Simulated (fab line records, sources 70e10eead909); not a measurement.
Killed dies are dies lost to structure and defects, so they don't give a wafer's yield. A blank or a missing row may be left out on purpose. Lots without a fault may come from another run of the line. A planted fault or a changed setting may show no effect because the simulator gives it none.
A struck lot beside a sound one | flow nand_harc | 15 steps out of a route of 1302
Sound: wafers L956.1, L956.2, L956.4. Struck: wafers L966.1, L966.2, L966.3. The cause comes at the end.
At each step with rows: each side's tool, then ch and its chambers, then its first start. Under that, the readings that differ: sound wafers | struck wafers | difference of the means | sigmas: that difference in standard deviations of wafers without a fault.
alike: readings whose means differ by less than 2 such deviations, and words and numbers that are the same on both sides. not compared: withheld readings, readings that some wafer has no value for, bounds like >300 that may hide the same value, and numbers for which the record gives no deviation and whose values overlap.
The two part at a step that has a row with sigmas, a row that says differs or no value, or rows on one side only. Numbers that don't overlap but have no deviation are shown without sigmas and don't part them. A reading that every wafer of one side lacks parts them only if that side has two wafers or more.

first, 2 steps without rows for these wafers: NHARC_P_CONTACT_ETCH_35 (etches the open film in CF4, target depth 39 nm, time 65 s); NHARC_P_CONTACT_ETCH_36 (etches the open film in N2/H2, target depth 260 nm, time 406.25 s).
NHARC_P_CONTACT_ETCH_18: etches the open film in C4F8/O2/Ar, target depth 481 nm, time 240.5 s.
  sound on rie_diel-05 ch 0,2,3; struck on rie_diel-04 ch 0,2,3
  reading                | sound       | struck      | difference | sigmas
  rf_hours_counter_h (h) | 1.9 2.0 2.0 | 2.8 2.7 2.7 | +0.8       |
  alike: chamber_pressure_mTorr, oes_product_au, rf_vpp_V
then, 1 step without rows for these wafers: NHARC_P_CONTACT_STRIP_37 (strips in C4F8/O2/Ar).
NHARC_P_CONTACT_ETCH_31: etches the open film in CH3F/O2, target depth 30 nm, time 85.7 s.
  sound on rie_diel-05 ch 0,1,2; struck on rie_diel-04 ch 0,2,3
  reading                | sound       | struck      | difference | sigmas
  rf_hours_counter_h (h) | 2.0 1.9 2.1 | 2.9 2.8 2.8 | +0.8       |
  alike: chamber_pressure_mTorr, drypump_motor_current_A, oes_product_au, rf_vpp_V, showerhead_plenum_p_Torr, throttle_valve_pct
NHARC_P_CONTACT_CD_MEAS_19:
  sound on cd_sem-02, day 6 13:50; struck on cd_sem-01, day 10 20:38
  alike: cd_nm
NHARC_P_CONTACT_STRIP_28: strips in O2.
  sound on rie_diel-05 ch 0,1,3, day 6 13:55; struck on rie_diel-04 ch 1,2,3, day 10 20:42
  reading                | sound          | struck         | difference | sigmas
  rf_hours_counter_h (h) | 1.9 2.0 2.1    | 2.9 2.8 2.9    | +0.9       |
  rf_vpp_V (V)           | 57.0 57.0 57.4 | 59.3 58.4 58.9 | +1.7       | +2
  alike: chamber_pressure_mTorr, drypump_motor_current_A, oes_product_au, showerhead_plenum_p_Torr, throttle_valve_pct
then, 1 step without rows for these wafers: NHARC_P_CONTACT_STRIP_29 (strips in post etch residue remover, time 1200 s).
NHARC_P_CONTACT_DEGAS_38: time 60 s.
  sound on pvd_sputter-03, day 6 14:33; struck on pvd_sputter-02, day 10 21:22
  alike: heater_power_w
then, 1 step without rows for these wafers: NHARC_P_CONTACT_PRE_CLEAN_39 (time 19.5 s).
NHARC_P_CONTACT_PVD_32: deposits Ti, target thk 5 nm, time 17.7 s.
  sound on pvd_sputter-03; struck on pvd_sputter-02
  alike: cathode_dc_power_W, throttle_valve_pct
then, 1 step without rows for these wafers: NHARC_P_CONTACT_ALD_22 (deposits TiN, target thk 3 nm, pulse time 1 s, ald cycles 150).
NHARC_P_CONTACT_CVD_23: deposits W, target thk 200 nm, time 557 s.
  sound on cvd_w-01 ch 0, day 6 15:00; struck on cvd_w-02 ch 0,1, day 10 22:37
  alike: heater_power_w, throttle_valve_pct
NHARC_P_CONTACT_CMP_24: polishes, t overpolish 30 s, target thk 200 nm.
  sound on cmp-04 ch 0,1,2, day 6 16:12; struck on cmp-03 ch 0,1,3, day 10 23:20
  reading                | sound          | struck         | difference | sigmas
  time_to_endpoint_s (s) | 42.1 38.8 42.4 | 78.6 76.2 80.9 | +37.5      | +12
  alike: motor_current_A, overpolish_run_s
-- the record jumps here: 18 days lie between the struck wafers' starts before and after (it left off in module P_CONTACT and takes up again in module END, whose first step shown is number 1302 of the route) --
NHARC_END_SORT_01:
  the record has rows for the struck wafers here (prober-01 ch 0, day 29 05:48) and none for the sound ones

WHERE THEY PART
First at NHARC_P_CONTACT_STRIP_28; last, within this record, at NHARC_END_SORT_01.

WHY: what the simulator had put in
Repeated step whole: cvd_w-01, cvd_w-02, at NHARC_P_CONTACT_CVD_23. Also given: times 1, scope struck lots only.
